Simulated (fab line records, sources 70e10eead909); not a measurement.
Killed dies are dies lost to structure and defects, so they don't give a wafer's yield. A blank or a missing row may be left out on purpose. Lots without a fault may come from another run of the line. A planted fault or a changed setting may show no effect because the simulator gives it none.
fab line records | flow nand_harc
record lots=14 wafers=42 last_day=33
route steps=1302 shown A_CHANNEL_FILL_D1@493 THIN_TSV@1269 END@1302
lots that met no fault: from a run of the same line without faults
start_h: hours from the record's first day to the start of the lot's first wafer shown | wait_h: hours since the lot's step before | " the same as in the row above | L1.1+2: a row that stands for several wafers | - no value, or no start given | * or withheld: withheld | < > ~ a bound
route shown NAME@n: a module of which the file shows steps, and the number in the route of the first | usual: mean/standard deviation of fault-free wafers | same: alike in all rows | chamber/n: place in a boat | sites: the reading at each site | _std_site: their standard deviation | _edge_site: outer sites' mean less inner sites' | radius_mm: how far each site lies from the wafer's centre | mask NAME#n: copy n | behind: the tool/chamber that last shaped the wafer | hold: why the lot was held/for how many hours/how that ended | device: the transistor (n, p or np) that didn't switch | end of line: the same wafers' tests at the end of the route | a step without rows: its recipe alone | killed: dies lost to structure and defects at the first sort, not the wafer's yield | map: a wafer's dies, x killed, . not, _ none there
set.NAME: the setting as run; set.NAME@STEP: as run at that earlier step | model.NAME: the simulator's own value behind a step, which no gauge read
steps of the route over a sample of lots; a table a step, a row a wafer
services: from which hour (start_h, from the record's first day; less than 0 if before it) a tool's chamber was out of use, for how many hours, and why
## steps
# step NHARC_A_CHANNEL_FILL_D1_ALD_03
# recipe target_thk_a=60 pulse_time_s=60 ald_cycles=58 temp_c=630 pressure_torr=2 material=SiNx
# usual chamber_pressure_Torr=2.001/0.004 precursor_pulse_height_rel=1.001/0.022
# columns lot.wafer tool chamber start_h wait_h chamber_pressure_Torr precursor_pulse_height_rel
L850.1 ald_sin_batch-02 0 183.19 - 1.999 0.975
L850.3 " 0 " " 2.004 0.990
L850.5 " 0 " " 2.000 0.994
L852.4 ald_sin_batch-03 0 208.06 - 2.002 1.041
L852.5 " 0 " " 1.998 1.012
L852.6 " 0 " " 1.997 0.989
L854.1 ald_sin_batch-01 0 233.50 - 1.999 1.014
L854.3 " 0 " " 1.999 0.978
L854.6 " 0 " " 2.004 0.998
L855.1 ald_sin_batch-01 0 246.93 - 2.003 1.003
L855.2 " 0 " " 2.000 1.003
L855.4 " 0 " " 2.002 1.022
L856.3 ald_sin_batch-01 0 246.93 - 2.001 0.979
L856.5 " 0 " " 2.006 1.014
L856.6 " 0 " " 1.999 1.003
L857.1 ald_sin_batch-01 0 256.61 - 2.005 0.968
L857.4 " 0 " " 2.000 0.990
L857.6 " 0 " " 2.001 0.996
L858.1 ald_sin_batch-03 0 277.35 - 1.998 1.026
L858.2 " 0 " " 2.000 1.030
L858.5 " 0 " " 1.996 1.007
L859.1 ald_sin_batch-01 0 284.57 - 1.994 0.974
L859.4 " 0 " " 2.001 1.004
L859.5 " 0 " " 1.990 0.959
L866.2 ald_sin_batch-03 0 350.78 - 2.003 0.978
L866.3 " 0 " " 2.007 1.026
L866.5 " 0 " " 2.006 1.022
L867.4 ald_sin_batch-03 0 363.18 - 1.999 1.047
L867.5 " 0 " " 2.002 1.037
L867.6 " 0 " " 2.002 1.032
L869.1 ald_sin_batch-01 0 374.77 - 2.005 0.997
L869.4 " 0 " " 1.995 0.948
L869.6 " 0 " " 2.006 0.983
L870.2 ald_sin_batch-01 0 406.61 - 2.010 0.973
L870.3 " 0 " " 1.994 0.986
L870.5 " 0 " " 1.993 1.026
L871.1 ald_sin_batch-01 0 406.61 - 2.007 1.009
L871.3 " 0 " " 2.003 1.001
L871.6 " 0 " " 2.002 1.007
L872.2 ald_sin_batch-01 0 424.48 - 1.993 0.995
L872.5 " 0 " " 2.004 0.983
L872.6 " 0 " " 1.999 0.993
# step NHARC_THIN_TSV_STRIP_62
# recipe power_w=1500 temp_c=250 time_s=20 chemistry=N2/H2
# usual drypump_motor_current_A=5.6/0.42 heater_power_w=352/45 rf_refl_power_W=23/8.6
# columns lot.wafer tool chamber start_h wait_h drypump_motor_current_A heater_power_w rf_hours_counter_h rf_refl_power_W
L850.1 plasma_asher-01 1 551.61 - 5.0 338 5 12
L850.3 " 1 " " 5.0 337 - 12
L850.5 " 1 " " 5.0 350 - 12
L852.4 plasma_asher-02 0 560.46 - 5.9 342 - 33
L852.6 " 0 " " 5.9 339 - 32
L852.5 " 1 " " 5.7 286 - 18
L854.1 plasma_asher-02 0 586.39 - 5.9 333 33 33
L854.3 " 0 " " 5.9 347 - 32
L854.6 " 0 " " 5.9 339 - 30
L855.1 plasma_asher-01 1 608.50 - 5.0 339 15 13
L855.2 " 0 " " 6.0 411 15 31
L855.4 " 0 " " 6.1 396 - 32
L856.3 plasma_asher-01 0 609.65 - 6.0 417 - 31
L856.6 " 0 " " 6.0 412 - 31
L856.5 " 1 " " 5.0 349 - 13
L857.1 plasma_asher-01 1 611.15 - 5.0 345 17 -
L857.4 " 0 " " 6.0 410 - -
L857.6 " 0 " " 6.0 415 - -
L858.1 plasma_asher-01 0 635.09 - 6.0 406 20 29
L858.2 " 1 " " 5.0 335 20 13
L858.5 " 0 " " 6.0 409 - 31
L859.1 plasma_asher-01 1 639.18 - 5.0 338 21 13
L859.4 " 1 " " 5.0 349 - 13
L859.5 " 0 " " 6.0 408 - 31
L866.2 plasma_asher-01 0 719.90 - 6.0 429 3 31
L866.3 " 1 " " 5.0 351 - 12
L866.5 " 0 " " 6.0 416 - 30
L869.1 plasma_asher-01 0 735.34 - 6.0 423 6 31
L869.4 " 0 " " 6.0 418 - 31
L869.6 " 1 " " 5.0 361 - 12
L867.4 plasma_asher-02 1 739.57 - 5.7 288 - -
L867.6 " 1 " " 5.7 287 - -
L867.5 " 0 " " 5.9 363 - -
L870.2 plasma_asher-01 0 761.66 - 6.0 409 11 31
L870.3 " 1 " " 5.0 355 - 12
L870.5 " 1 " " 5.0 355 - 12
L871.1 plasma_asher-02 1 763.07 - 5.7 294 36 -
L871.3 " 0 " " 5.9 367 - -
L871.6 " 1 " " 5.7 284 - -
L872.2 plasma_asher-01 1 777.90 - 4.9 351 14 12
L872.5 " 0 " " 6.0 410 - 31
L872.6 " 1 " " 5.0 352 - 13
# step NHARC_THIN_TSV_PVD_51
# recipe target_thk_a=1000 chamber_pressure_pa=5 material=Cu
# usual chamber_pressure_pa=4.998/0.011 throttle_valve_pct=30.0/0.87
# columns lot.wafer tool chamber start_h wait_h chamber_pressure_pa throttle_valve_pct
L850.3 pvd_sputter-02 - - - 4.998 28.2
L850.1 " - " " 4.984 29.9
L850.5 " - " " 4.979 30.1
L852.4 pvd_sputter-02 - - - 4.996 30.9
L852.5 " - " " 5.003 28.2
L852.6 " - " " 5.000 30.0
L854.3 pvd_sputter-01 - - - 4.986 29.0
L854.1 " - " " 4.992 29.5
L854.6 " - " " 4.995 31.5
L855.1 pvd_sputter-01 - - - 5.015 30.9
L855.2 " - " " 5.016 29.2
L855.4 " - " " 4.994 29.5
L856.3 pvd_sputter-02 - - - 4.998 28.2
L856.5 " - " " 4.992 29.8
L856.6 " - " " 5.001 28.4
L857.1 pvd_sputter-02 - - - 4.989 29.7
L857.4 " - " " 5.000 29.9
L857.6 " - " " 5.009 31.3
L858.1 pvd_sputter-03 - - - 4.986 28.8
L858.2 " - " " 5.012 31.0
L858.5 " - " " 5.002 29.0
L859.4 pvd_sputter-03 - - - 5.007 30.8
L859.1 " - " " 4.979 29.0
L859.5 " - " " 5.009 30.6
L866.3 pvd_sputter-03 - - - 5.009 30.5
L866.2 " - " " 4.992 31.3
L866.5 " - " " 5.014 30.3
L869.4 pvd_sputter-01 - - - 4.992 31.0
L869.1 " - " " 5.003 29.9
L869.6 " - " " 5.013 29.4
L867.4 pvd_sputter-03 - - - 4.995 30.8
L867.5 " - " " 5.000 28.9
L867.6 " - " " 4.984 30.7
L870.2 pvd_sputter-02 - - - 4.983 30.7
L870.3 " - " " 4.983 28.5
L870.5 " - " " 4.976 30.7
L871.3 pvd_sputter-03 - - - 5.003 30.4
L871.1 " - " " 5.006 30.8
L871.6 " - " " 5.008 30.7
L872.2 pvd_sputter-03 - - - 5.009 30.5
L872.6 " - " " 4.998 30.9
L872.5 " - " " 5.014 29.0
# step NHARC_END_SORT_01
# recipe temp_c=25
# usual killed_at_array=53/21 killed_at_other=0.8/1.1 killed_at_periphery=4.2/2.7 killed_dies=58/22 killed_open=3.4/1.9 killed_short=2.5/1.6
# same gross_dies=677
# columns lot.wafer tool chamber start_h wait_h killed_at_array killed_at_other killed_at_periphery killed_dies killed_open killed_short
L857.1 prober-02 0 621.13 2.5 155 1 2 158 6 5
L857.4 prober-02 0 623.49 3.4 157 0 1 158 3 5
L857.6 prober-02 0 625.07 3.9 154 0 6 160 6 8
L858.1 prober-01 0 647.71 2.5 53 1 3 57 3 3
L858.2 prober-01 0 648.50 2.8 49 1 7 57 3 1
L858.5 prober-01 0 650.86 3.6 50 1 11 62 4 7
L859.1 prober-02 0 652.40 2.5 142 5 6 153 3 2
L859.4 prober-02 0 654.81 3.4 164 3 1 168 4 2
L859.5 prober-02 0 655.62 3.7 144 0 4 148 3 1
# killed by level:class
L857.1 A_CHANNEL_FILL_D1:unspecified=74 A_CHANNEL_HOLE_D1:chamber_film_flake=33 A_CHANNEL_HOLE_D2:chamber_film_flake=18 A_STAIRCASE:chamber_film_flake=12 A_CONTACT:chamber_film_flake=9 P_M0:geometric_particle:open=2 A_DECK1_JOINT:geometric_particle:open=2 A_ONON_D2:geometric_particle:short=2
L857.4 A_CHANNEL_FILL_D1:unspecified=76 A_CHANNEL_HOLE_D1:chamber_film_flake=30 A_CHANNEL_HOLE_D2:chamber_film_flake=28 A_STAIRCASE:chamber_film_flake=8 A_CONTACT:chamber_film_flake=6 A_SGD_CUT:geometric_particle:short=2 P_CONTACT:geometric_particle:open=1 A_CHANNEL_FILL_D1:geometric_particle:short=1
L857.6 A_CHANNEL_FILL_D1:unspecified=74 A_CHANNEL_HOLE_D2:chamber_film_flake=31 A_CHANNEL_HOLE_D1:chamber_film_flake=28 A_CONTACT:chamber_film_flake=7 A_STAIRCASE:chamber_film_flake=5 P_M1:geometric_particle:open=2 A_CHANNEL_FILL_D2:geometric_particle:short=2 P_STI:geometric_particle:short=1
L858.1 A_CHANNEL_HOLE_D1:chamber_film_flake=36 A_CHANNEL_HOLE_D2:unspecified=6 A_CONTACT:chamber_film_flake=3 P_ZERO_WELL:chamber_film_flake=2 P_GATE:geometric_particle:open=1 A_SOURCE_PLATE:geometric_particle:open=1 A_CHANNEL_FILL_D1:geometric_particle:short=1 A_ONON_D2:geometric_particle:short=1
L858.2 A_CHANNEL_HOLE_D1:chamber_film_flake=33 A_CONTACT:chamber_film_flake=4 P_ZERO_WELL:chamber_film_flake=3 A_DECK1_JOINT:chamber_film_flake=2 A_CHANNEL_HOLE_D2:unspecified=2 A_CHANNEL_HOLE_D2:chamber_film_flake=2 A_STAIRCASE:chamber_film_flake=2 P_M1:geometric_particle:open=1
L858.5 A_CHANNEL_HOLE_D1:chamber_film_flake=31 P_ZERO_WELL:chamber_film_flake=6 A_CHANNEL_HOLE_D2:chamber_film_flake=4 A_CHANNEL_FILL_D2:chamber_film_flake=3 P_M1:geometric_particle:short=2 A_CHANNEL_FILL_D1:geometric_particle:short=2 A_STAIRCASE:chamber_film_flake=2 A_CONTACT:chamber_film_flake=2
L859.1 A_CHANNEL_FILL_D1:unspecified=73 A_CHANNEL_HOLE_D1:chamber_film_flake=26 A_SLIT:chamber_film_flake=22 A_CHANNEL_HOLE_D2:chamber_film_flake=15 P_BONDPAD:chamber_film_flake=4 THIN_TSV:chamber_film_flake=4 P_M0:geometric_particle:open=1 P_M2:geometric_particle:short=1
L859.4 A_CHANNEL_FILL_D1:unspecified=80 A_CHANNEL_HOLE_D1:chamber_film_flake=31 A_SLIT:chamber_film_flake=28 A_CHANNEL_HOLE_D2:chamber_film_flake=9 THIN_TSV:chamber_film_flake=3 A_ONON_D2:geometric_particle:open=2 A_CHANNEL_FILL_D2:chamber_film_flake=2 A_STAIRCASE:chamber_film_flake=2
L859.5 A_CHANNEL_FILL_D1:unspecified=70 A_CHANNEL_HOLE_D1:chamber_film_flake=28 A_SLIT:chamber_film_flake=25 A_CHANNEL_HOLE_D2:chamber_film_flake=11 A_CONTACT:chamber_film_flake=5 P_BONDPAD:chamber_film_flake=3 P_M0:geometric_particle:short=1 A_ONON_D1:geometric_particle:open=1
## services
# columns tool chamber start_h hours kind
plasma_asher-01 - 165.00 9.0 pm
pvd_sputter-03 - 170.04 10.0 pm
pvd_sputter-03 - 210.11 8.5 repair
pvd_sputter-02 - 230.89 10.5 repair
plasma_asher-02 - 249.03 9.0 pm
pvd_sputter-03 - 277.93 1.9 repair
pvd_sputter-02 - 282.00 10.0 pm
plasma_asher-01 - 342.00 9.0 pm
pvd_sputter-03 - 348.04 10.0 pm
pvd_sputter-03 - 387.17 2.7 repair
pvd_sputter-02 - 390.09 1.3 repair
pvd_sputter-02 - 460.00 10.0 pm
plasma_asher-01 - 465.89 6.1 repair
pvd_sputter-03 - 506.56 1.5 repair
ald_sin_batch-01 - 509.82 26.0 pm
plasma_asher-01 - 519.00 9.0 pm
pvd_sputter-03 - 526.04 10.0 pm
plasma_asher-01 - 604.69 0.8 repair
pvd_sputter-02 - 638.00 10.0 pm
pvd_sputter-02 - 653.27 3.6 repair
plasma_asher-01 - 674.01 15.5 repair
pvd_sputter-02 - 684.50 5.0 repair
plasma_asher-01 - 696.57 9.0 pm
pvd_sputter-03 - 704.04 10.0 pm
## key
first_sign step=NHARC_END_SORT_01 reading=killed_at_array direction=up sigmas=4.7 usual=53 struck=153
effect step=NHARC_END_SORT_01 reading=killed_dies direction=up sigmas=4.5 usual=58 struck=158
more_kills_born_at NHARC_A_CHANNEL_FILL_D1_ALD_03@ald_sin_batch-01=447
met_at NHARC_A_CHANNEL_FILL_D1_ALD_03
struck_lots L857,L859
tester_left_out L857,L859
not_acting_at NHARC_THIN_TSV_STRIP_62,NHARC_THIN_TSV_PVD_51
onset_between 246.93 256.61
fault kind=chamber_particle_source tool=ald_sin_batch-01 chamber=- onset_h=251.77 steps=NHARC_A_CHANNEL_FILL_D1_ALD_03 rate_per_visit_cm2=2.0673 end_h=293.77
# tester_left_out: of these lots the tester's yield and bins aren't shown, on N5 and GAA mostly nor the transistor test; their killed dies are dies lost to structure and defects alone, not to doping, threshold or leakage, so they don't give the yield
